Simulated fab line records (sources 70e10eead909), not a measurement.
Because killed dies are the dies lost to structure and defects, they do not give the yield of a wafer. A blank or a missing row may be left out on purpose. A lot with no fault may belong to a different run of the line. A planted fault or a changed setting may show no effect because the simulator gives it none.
Which tool is to blame? / flow nandHarc / Sampling: 12 lots, 34 wafers, 5 of 1302 route steps

## WHAT THE GAUGES READ, wafer by wafer
NHARC_END_SORT_01. Usual: killedAtArray 51, standard deviation 17; killedAtOther 1.6, standard deviation 2.1; killedAtPeriphery 4, standard deviation 3.2; killedDies 57, standard deviation 18; killedOpen 2.9, standard deviation 1.7; killedShort 2.3, standard deviation 1.3.
lot=L925; measured=day 29 07:03; on=prober-01; killedAtArray=398 57; killedAtOther=0 4; killedAtPeriphery=2 1; killedDies=400 62; killedOpen=2 3; killedShort=2 5; flag=OFF
lot=L926; measured=day 29 13:55; on=prober-02; killedAtArray=59 510; killedAtOther=2 3; killedAtPeriphery=2 3; killedDies=63 516; killedOpen=3 4; killedShort=2 1; flag=OFF

## WHICH TOOL RAN EACH LOT (tool, then ch and the chambers of the sampled wafers, then the start)
lot=L914; NHARC_A_STAIRCASE_ETCH_201=rieDiel-12 ch 0,3, day 16 00:35 or earlier; NHARC_A_STAIRCASE_STRIP_205=plasmaAsher-01 ch 0,1, day 16 00:35; NHARC_A_STAIRCASE_TRIM_226=rieDiel-03 ch 0,2,3, day 16 02:51; NHARC_A_STAIRCASE_TRIM_229=rieDiel-03 ch 0,1,2, day 16 03:11
lot=L916; NHARC_A_STAIRCASE_ETCH_201=rieDiel-12 ch 1,2, day 17 04:14 or earlier; NHARC_A_STAIRCASE_STRIP_205=plasmaAsher-02 ch 0,1, day 17 04:14; NHARC_A_STAIRCASE_TRIM_226=rieDiel-12 ch 0,2, day 17 06:28; NHARC_A_STAIRCASE_TRIM_229=rieDiel-13 ch 0,3, day 17 06:47
lot=L918; NHARC_A_STAIRCASE_ETCH_201=rieDiel-03 ch 0,1, day 17 09:59 or earlier; NHARC_A_STAIRCASE_STRIP_205=plasmaAsher-02 ch 0,1, day 17 09:59; NHARC_A_STAIRCASE_TRIM_226=rieDiel-13 ch 2,3, day 17 14:32; NHARC_A_STAIRCASE_TRIM_229=rieDiel-03 ch 1,3, day 17 14:58
lot=L921; NHARC_A_STAIRCASE_ETCH_201=rieDiel-13 ch 1,2,3, day 18 23:59 or earlier; NHARC_A_STAIRCASE_STRIP_205=plasmaAsher-01 ch 0,1, day 18 23:59; NHARC_A_STAIRCASE_TRIM_226=rieDiel-13 ch 2,3, day 19 02:19; NHARC_A_STAIRCASE_TRIM_229=rieDiel-13 ch 1,3, day 19 02:49
lot=L925; NHARC_A_STAIRCASE_ETCH_201=rieDiel-13 ch 0,3, day 20 12:31 or earlier; NHARC_A_STAIRCASE_STRIP_205=plasmaAsher-02 ch 0,1, day 20 12:31; NHARC_A_STAIRCASE_TRIM_226=rieDiel-12 ch 2,3, day 20 14:38; NHARC_A_STAIRCASE_TRIM_229=rieDiel-12 ch 1,2, day 20 15:01
lot=L926; NHARC_A_STAIRCASE_ETCH_201=rieDiel-03 ch 0,1, day 20 17:56 or earlier; NHARC_A_STAIRCASE_STRIP_205=plasmaAsher-01 ch 0, day 20 17:56; NHARC_A_STAIRCASE_TRIM_226=rieDiel-12 ch 1,2, day 20 20:10; NHARC_A_STAIRCASE_TRIM_229=rieDiel-13 ch 2,3, day 20 20:34
lot=L928; NHARC_A_STAIRCASE_ETCH_201=rieDiel-13 ch 0,1, day 22 07:46 or earlier; NHARC_A_STAIRCASE_STRIP_205=plasmaAsher-02 ch 0,1, day 22 07:46; NHARC_A_STAIRCASE_TRIM_226=rieDiel-03 ch 1,2,3, day 22 10:17; NHARC_A_STAIRCASE_TRIM_229=rieDiel-13 ch 0,3, day 22 10:35
lot=L929; NHARC_A_STAIRCASE_ETCH_201=rieDiel-12 ch 0,2,3, day 22 23:35 or earlier; NHARC_A_STAIRCASE_STRIP_205=plasmaAsher-01 ch 0,1, day 22 23:35; NHARC_A_STAIRCASE_TRIM_226=rieDiel-13 ch 0,1,3, day 23 01:48; NHARC_A_STAIRCASE_TRIM_229=rieDiel-13 ch 0,1, day 23 02:07
lot=L933; NHARC_A_STAIRCASE_ETCH_201=rieDiel-13 ch 0,3, day 24 02:35 or earlier; NHARC_A_STAIRCASE_STRIP_205=plasmaAsher-01 ch 0,1, day 24 02:35; NHARC_A_STAIRCASE_TRIM_226=rieDiel-03 ch 1,2,3, day 24 04:55; NHARC_A_STAIRCASE_TRIM_229=rieDiel-13 ch 0,2,3, day 24 05:13
lot=L934; NHARC_A_STAIRCASE_ETCH_201=rieDiel-03 ch 0,2,3, day 24 13:27 or earlier; NHARC_A_STAIRCASE_STRIP_205=plasmaAsher-01 ch 0,1, day 24 13:27; NHARC_A_STAIRCASE_TRIM_226=rieDiel-03 ch 0,1,2, day 24 15:41; NHARC_A_STAIRCASE_TRIM_229=rieDiel-03 ch 1,2,3, day 24 16:01
lot=L935; NHARC_A_STAIRCASE_ETCH_201=rieDiel-12 ch 1,2, day 24 22:18 or earlier; NHARC_A_STAIRCASE_STRIP_205=plasmaAsher-02 ch 0,1, day 24 22:18; NHARC_A_STAIRCASE_TRIM_226=rieDiel-03 ch 0,3, day 25 00:27; NHARC_A_STAIRCASE_TRIM_229=rieDiel-03 ch 0,1, day 25 00:49
lot=L937; NHARC_A_STAIRCASE_ETCH_201=rieDiel-13 ch 0,1, day 25 05:37 or earlier; NHARC_A_STAIRCASE_STRIP_205=plasmaAsher-01 ch 0,1, day 25 05:37; NHARC_A_STAIRCASE_TRIM_226=rieDiel-03 ch 0,1,3, day 25 07:56; NHARC_A_STAIRCASE_TRIM_229=rieDiel-03 ch 1,2, day 25 08:14
- NHARC_A_STAIRCASE_ETCH_201: etches the open film in C4F8/O2, target depth 100 nm, time 40.5 s.
- NHARC_A_STAIRCASE_STRIP_205: strips in O2.
- NHARC_A_STAIRCASE_TRIM_226: chemistry O2, time 211.2 s.
- NHARC_A_STAIRCASE_TRIM_229: chemistry O2, time 211.2 s.

## AS READ BY THE TOOLS THEMSELVES (means over the sampled wafers that have a number; for cases with no such wafer, the mark the record gives instead)
NHARC_A_STAIRCASE_ETCH_201. Usual: oesProductAu 0.944 a.u., standard deviation 0.013; rfVppV 896 V, standard deviation 5.7.
lot=L914; tool=rieDiel-12; oesProductAu (a.u.)=0.948; rfVppV (V)=900; flag=
lot=L916; tool=rieDiel-12; oesProductAu (a.u.)=0.959; rfVppV (V)=891; flag=
lot=L918; tool=rieDiel-03; oesProductAu (a.u.)=0.945; rfVppV (V)=898; flag=
lot=L921; tool=rieDiel-13; oesProductAu (a.u.)=0.931; rfVppV (V)=891; flag=
lot=L925; tool=rieDiel-13; oesProductAu (a.u.)=0.931; rfVppV (V)=893; flag=
lot=L926; tool=rieDiel-03; oesProductAu (a.u.)=0.938; rfVppV (V)=900; flag=
lot=L928; tool=rieDiel-13; oesProductAu (a.u.)=0.951; rfVppV (V)=890; flag=
lot=L929; tool=rieDiel-12; oesProductAu (a.u.)=0.948; rfVppV (V)=897; flag=
lot=L933; tool=rieDiel-13; oesProductAu (a.u.)=0.939; rfVppV (V)=892; flag=
lot=L934; tool=rieDiel-03; oesProductAu (a.u.)=0.952; rfVppV (V)=894; flag=
lot=L935; tool=rieDiel-12; oesProductAu (a.u.)=0.959; rfVppV (V)=897; flag=
lot=L937; tool=rieDiel-13; oesProductAu (a.u.)=0.927; rfVppV (V)=902; flag=

NHARC_A_STAIRCASE_STRIP_205. Usual: drypumpMotorCurrentA 5.5 A, standard deviation 0.38; heaterPowerW 319 W, standard deviation 9.8.
lot=L914; tool=plasmaAsher-01; drypumpMotorCurrentA (A)=5.9; heaterPowerW (W)=319; flag=
lot=L916; tool=plasmaAsher-02; drypumpMotorCurrentA (A)=5.4; heaterPowerW (W)=323; flag=
lot=L918; tool=plasmaAsher-02; drypumpMotorCurrentA (A)=5.2; heaterPowerW (W)=321; flag=
lot=L921; tool=plasmaAsher-01; drypumpMotorCurrentA (A)=5.6; heaterPowerW (W)=317; flag=
lot=L925; tool=plasmaAsher-02; drypumpMotorCurrentA (A)=5.3; heaterPowerW (W)=324; flag=
lot=L926; tool=plasmaAsher-01; drypumpMotorCurrentA (A)=6.1; heaterPowerW (W)=325; flag=
lot=L928; tool=plasmaAsher-02; drypumpMotorCurrentA (A)=5.4; heaterPowerW (W)=326; flag=
lot=L929; tool=plasmaAsher-01; drypumpMotorCurrentA (A)=5.9; heaterPowerW (W)=322; flag=
lot=L933; tool=plasmaAsher-01; drypumpMotorCurrentA (A)=5.6; heaterPowerW (W)=319; flag=
lot=L934; tool=plasmaAsher-01; drypumpMotorCurrentA (A)=5.6; heaterPowerW (W)=318; flag=
lot=L935; tool=plasmaAsher-02; drypumpMotorCurrentA (A)=5.2; heaterPowerW (W)=318; flag=
lot=L937; tool=plasmaAsher-01; drypumpMotorCurrentA (A)=5.9; heaterPowerW (W)=321; flag=

NHARC_A_STAIRCASE_TRIM_226. Usual: drypumpMotorCurrentA 5.9 A, standard deviation 0.49; oesProductAu 1.000 a.u., standard deviation 0.0071; rfVppV 57.8 V, standard deviation 0.89; runLengthS 232.36 s, standard deviation 0.27; showerheadPlenumPTorr 3.54 Torr, standard deviation 0.15; throttleValvePct 17.036 %, standard deviation 0.009.
lot=L914; tool=rieDiel-03; drypumpMotorCurrentA (A)=5.7; oesProductAu (a.u.)=0.993; rfVppV (V)=57.6; runLengthS (s)=232.23; showerheadPlenumPTorr (Torr)=3.50; throttleValvePct (%)=17.032; flag=
lot=L916; tool=rieDiel-12; drypumpMotorCurrentA (A)=6.2; oesProductAu (a.u.)=1.006; rfVppV (V)=56.7; runLengthS (s)=232.44; showerheadPlenumPTorr (Torr)=3.44; throttleValvePct (%)=17.042; flag=
lot=L918; tool=rieDiel-13; drypumpMotorCurrentA (A)=6.2; oesProductAu (a.u.)=0.993; rfVppV (V)=56.9; runLengthS (s)=232.28; showerheadPlenumPTorr (Torr)=3.50; throttleValvePct (%)=17.033; flag=
lot=L921; tool=rieDiel-13; drypumpMotorCurrentA (A)=6.2; oesProductAu (a.u.)=0.990; rfVppV (V)=57.5; runLengthS (s)=232.23; showerheadPlenumPTorr (Torr)=3.49; throttleValvePct (%)=17.031; flag=
lot=L925; tool=rieDiel-12; drypumpMotorCurrentA (A)=6.1; oesProductAu (a.u.)=0.999; rfVppV (V)=57.7; runLengthS (s)=201.89; showerheadPlenumPTorr (Torr)=3.62; throttleValvePct (%)=17.029; flag=OFF
lot=L926; tool=rieDiel-12; drypumpMotorCurrentA (A)=6.2; oesProductAu (a.u.)=1.002; rfVppV (V)=59.0; runLengthS (s)=201.94; showerheadPlenumPTorr (Torr)=3.63; throttleValvePct (%)=17.032; flag=OFF
lot=L928; tool=rieDiel-03; drypumpMotorCurrentA (A)=5.4; oesProductAu (a.u.)=0.996; rfVppV (V)=57.9; runLengthS (s)=232.18; showerheadPlenumPTorr (Torr)=3.56; throttleValvePct (%)=17.035; flag=
lot=L929; tool=rieDiel-13; drypumpMotorCurrentA (A)=6.3; oesProductAu (a.u.)=1.007; rfVppV (V)=58.1; runLengthS (s)=232.46; showerheadPlenumPTorr (Torr)=3.57; throttleValvePct (%)=17.036; flag=
lot=L933; tool=rieDiel-03; drypumpMotorCurrentA (A)=5.5; oesProductAu (a.u.)=1.001; rfVppV (V)=57.7; runLengthS (s)=232.06; showerheadPlenumPTorr (Torr)=3.56; throttleValvePct (%)=17.038; flag=
lot=L934; tool=rieDiel-03; drypumpMotorCurrentA (A)=5.4; oesProductAu (a.u.)=1.006; rfVppV (V)=57.8; runLengthS (s)=232.22; showerheadPlenumPTorr (Torr)=3.57; throttleValvePct (%)=17.029; flag=
lot=L935; tool=rieDiel-03; drypumpMotorCurrentA (A)=6.1; oesProductAu (a.u.)=1.005; rfVppV (V)=57.4; runLengthS (s)=232.34; showerheadPlenumPTorr (Torr)=3.49; throttleValvePct (%)=17.044; flag=
lot=L937; tool=rieDiel-03; drypumpMotorCurrentA (A)=5.8; oesProductAu (a.u.)=0.994; rfVppV (V)=58.3; runLengthS (s)=232.27; showerheadPlenumPTorr (Torr)=3.57; throttleValvePct (%)=17.031; flag=

NHARC_A_STAIRCASE_TRIM_229. Usual: drypumpMotorCurrentA 6.0 A, standard deviation 0.48; oesProductAu 0.998 a.u., standard deviation 0.0063; rfVppV 57.7 V, standard deviation 0.85; runLengthS 232.4 s, standard deviation 0.33; showerheadPlenumPTorr 3.53 Torr, standard deviation 0.15; throttleValvePct 17.036 %, standard deviation 0.01.
lot=L914; tool=rieDiel-03; drypumpMotorCurrentA (A)=5.4; oesProductAu (a.u.)=0.993; rfVppV (V)=57.3; runLengthS (s)=232.2; showerheadPlenumPTorr (Torr)=3.60; throttleValvePct (%)=17.040; flag=
lot=L916; tool=rieDiel-13; drypumpMotorCurrentA (A)=6.2; oesProductAu (a.u.)=0.995; rfVppV (V)=56.8; runLengthS (s)=232.6; showerheadPlenumPTorr (Torr)=3.50; throttleValvePct (%)=17.036; flag=
lot=L918; tool=rieDiel-03; drypumpMotorCurrentA (A)=5.5; oesProductAu (a.u.)=1.008; rfVppV (V)=57.5; runLengthS (s)=232.2; showerheadPlenumPTorr (Torr)=3.70; throttleValvePct (%)=17.043; flag=
lot=L921; tool=rieDiel-13; drypumpMotorCurrentA (A)=6.5; oesProductAu (a.u.)=0.990; rfVppV (V)=57.3; runLengthS (s)=232.4; showerheadPlenumPTorr (Torr)=3.35; throttleValvePct (%)=17.043; flag=
lot=L925; tool=rieDiel-12; drypumpMotorCurrentA (A)=6.2; oesProductAu (a.u.)=1.007; rfVppV (V)=57.0; runLengthS (s)=232.6; showerheadPlenumPTorr (Torr)=3.64; throttleValvePct (%)=17.028; flag=
lot=L926; tool=rieDiel-13; drypumpMotorCurrentA (A)=6.3; oesProductAu (a.u.)=0.996; rfVppV (V)=58.5; runLengthS (s)=232.1; showerheadPlenumPTorr (Torr)=3.45; throttleValvePct (%)=17.013; flag=
lot=L928; tool=rieDiel-13; drypumpMotorCurrentA (A)=6.4; oesProductAu (a.u.)=0.989; rfVppV (V)=57.6; runLengthS (s)=232.4; showerheadPlenumPTorr (Torr)=3.42; throttleValvePct (%)=17.032; flag=
lot=L929; tool=rieDiel-13; drypumpMotorCurrentA (A)=6.1; oesProductAu (a.u.)=1.000; rfVppV (V)=57.8; runLengthS (s)=232.7; showerheadPlenumPTorr (Torr)=3.62; throttleValvePct (%)=17.037; flag=
lot=L933; tool=rieDiel-13; drypumpMotorCurrentA (A)=6.2; oesProductAu (a.u.)=0.999; rfVppV (V)=58.3; runLengthS (s)=232.4; showerheadPlenumPTorr (Torr)=3.47; throttleValvePct (%)=17.043; flag=
lot=L934; tool=rieDiel-03; drypumpMotorCurrentA (A)=5.5; oesProductAu (a.u.)=1.001; rfVppV (V)=57.2; runLengthS (s)=232.4; showerheadPlenumPTorr (Torr)=3.56; throttleValvePct (%)=17.040; flag=
lot=L935; tool=rieDiel-03; drypumpMotorCurrentA (A)=5.5; oesProductAu (a.u.)=1.000; rfVppV (V)=57.7; runLengthS (s)=232.4; showerheadPlenumPTorr (Torr)=3.67; throttleValvePct (%)=17.039; flag=
lot=L937; tool=rieDiel-03; drypumpMotorCurrentA (A)=5.1; oesProductAu (a.u.)=1.003; rfVppV (V)=57.8; runLengthS (s)=232.3; showerheadPlenumPTorr (Torr)=3.64; throttleValvePct (%)=17.032; flag=

## THE ANSWER, worked out from the rows above alone
Rule: lot off if the mean of its wafers having a number is beyond 3 standard deviations from the usual mean. Also off: a lot with no number at a reading for which 4 or more lots have one. Any other lot the step has rows for is counted as sound. The gauges are gone through in route order, then the tools' own readings, and for those a lot's mean is taken as printed above. At the first step where some lot is off, the reading lying furthest off is the one used; lots without a number count as furthest.
Off, at NHARC_END_SORT_01 on killedAtArray: L925, L926. Neither off nor sound, because the step has no rows for them: L914, L916, L918, L921, L928, L929, L933, L934, L935, L937.
A tool fits if, at a process step before that reading, it ran every lot that is off, and no sound lot after the first of them. Not tried: the gauges at NHARC_END_SORT_01; whatever is off there is also off at NHARC_A_STAIRCASE_TRIM_226, on other tools, and gauge error can't account for it. NHARC_A_STAIRCASE_ETCH_201: start missing for some lots; hours and lot order therefore follow NHARC_A_STAIRCASE_STRIP_205. One candidate fits, namely rieDiel-12 at NHARC_A_STAIRCASE_TRIM_226. It ran no sound lot before its first lot that is off in this sample, so the start can't be narrowed down.

## WHAT THE SIMULATOR PUT IN
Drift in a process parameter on rieDiel-12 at NHARC_A_STAIRCASE_TRIM_226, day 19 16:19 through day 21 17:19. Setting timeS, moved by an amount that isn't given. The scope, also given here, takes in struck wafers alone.
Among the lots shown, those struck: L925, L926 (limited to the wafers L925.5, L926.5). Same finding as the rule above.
